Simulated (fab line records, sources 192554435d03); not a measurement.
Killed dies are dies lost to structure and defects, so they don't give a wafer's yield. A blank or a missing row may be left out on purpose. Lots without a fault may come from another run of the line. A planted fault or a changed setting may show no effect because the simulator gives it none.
Split-lot experiment | flow n5_finfet | 7 lots, 21 wafers read, on a route of 1938 steps

THE SPLIT
At N5_BEOL_M11_ETCH_41 (etches SiCN in CH3F/O2, target depth 42.6 nm, time 86 s), the setting time_s was moved away from the recipe's 86 s on 6 of the 21 wafers read, by -17.0% to +8.7%. The other wafers ran this setting at the recipe's value.

The reading is taken at the split's own step.

THE READING
etch.depth_nm (the simulator's own value, which no gauge read), in nm, at N5_BEOL_M11_ETCH_41 (etches SiCN in CH3F/O2, target depth 42.6 nm, time 86 s). The file gives no usual value for it. The 15 wafers here that ran the recipe average 32.57 nm, standard deviation 0.39 nm.

wafer  | tool, chamber at the split | time_s as run, s | against the recipe | etch.depth_nm, nm | against lot-mates on the recipe
L081.1 | rie_diel-02, 0             | 93.48            | +8.7%              | 35.71             | no lot-mate on the recipe
L081.2 | rie_diel-02, 3             | 93.48            | +8.7%              | 34.7              | no lot-mate on the recipe
L081.3 | rie_diel-02, 1             | 93.48            | +8.7%              | 35.76             | no lot-mate on the recipe
L084.2 | rie_diel-02, 3             | 86               | recipe             | 32.18             | -
L084.3 | rie_diel-02, 0             | 86               | recipe             | 33.17             | -
L084.6 | rie_diel-02, 1             | 86               | recipe             | 33                | -
L082.2 | rie_diel-06, 2             | 86               | recipe             | 32.53             | -
L082.4 | rie_diel-06, 3             | 86               | recipe             | 32.94             | -
L082.6 | rie_diel-06, 3             | 86               | recipe             | 32.61             | -
L087.1 | rie_diel-02, 1             | 86               | recipe             | 32.89             | -
L087.2 | rie_diel-02, 3             | 86               | recipe             | 32.26             | -
L087.3 | rie_diel-02, 2             | 86               | recipe             | 32.9              | -
L090.2 | rie_diel-06, 0             | 86               | recipe             | 32.91             | -
L090.3 | rie_diel-06, 2             | 86               | recipe             | 32.61             | -
L090.5 | rie_diel-06, 1             | 71.34            | -17.0%             | 26.96             | -5.80
L092.2 | rie_diel-06, 2             | 86               | recipe             | 32.41             | -
L092.4 | rie_diel-06, 1             | 86               | recipe             | 32.08             | -
L092.6 | rie_diel-06, 2             | 86               | recipe             | 32.3              | -
L091.2 | rie_diel-01, 0             | 71.93            | -16.4%             | 27.1              | -4.62
L091.3 | rie_diel-01, 2             | 71.93            | -16.4%             | 27.7              | -4.02
L091.6 | rie_diel-01, 3             | 86               | recipe             | 31.72             | -

THE FIT
A straight line over all 21 wafers: etch.depth_nm changes by +0.321 nm for each +1% of time_s; r = +0.99; the points scatter about the line by 0.41 nm.
The same after taking each lot's own level away (the mean of its wafers on the recipe; 18 wafers): +0.291 nm for each +1%; r = +0.98; scatter 0.38 nm.
On that fit, the largest move of time_s shifts the reading by 5 nm.
The lots' own levels span 31.720 to 32.783 nm, that is 2.7 times the standard deviation above.
So the lot-to-lot level changes the slope: the two fits differ.
Check: with one of the wafers moved furthest among these (-17.0%) left out of the fit, the line predicts -4.5 nm for it against its lot-mates. It came out at -5.8 nm against them.

OTHER SPLITS ON THESE WAFERS
These wafers also went through other splits before the reading. Each is held against what the fit with the lots' levels taken away leaves over:
other split on the same wafers      | wafers away from the commonest value | r with etch.depth_nm (lot level and that fit taken away)
N5_BEOL_M8_TRENCH_ETCH_37 time_s    | 6                                    | -0.14
N5_BEOL_M10_TRENCH_ETCH_37 source_w | 5                                    | -0.05
N5_BEOL_M10_ETCH_41 source_w        | 7                                    | -0.01

THE FILE'S OWN FIT
etch.depth_nm changes by +0.304 nm for each +1% of time_s, r = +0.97.
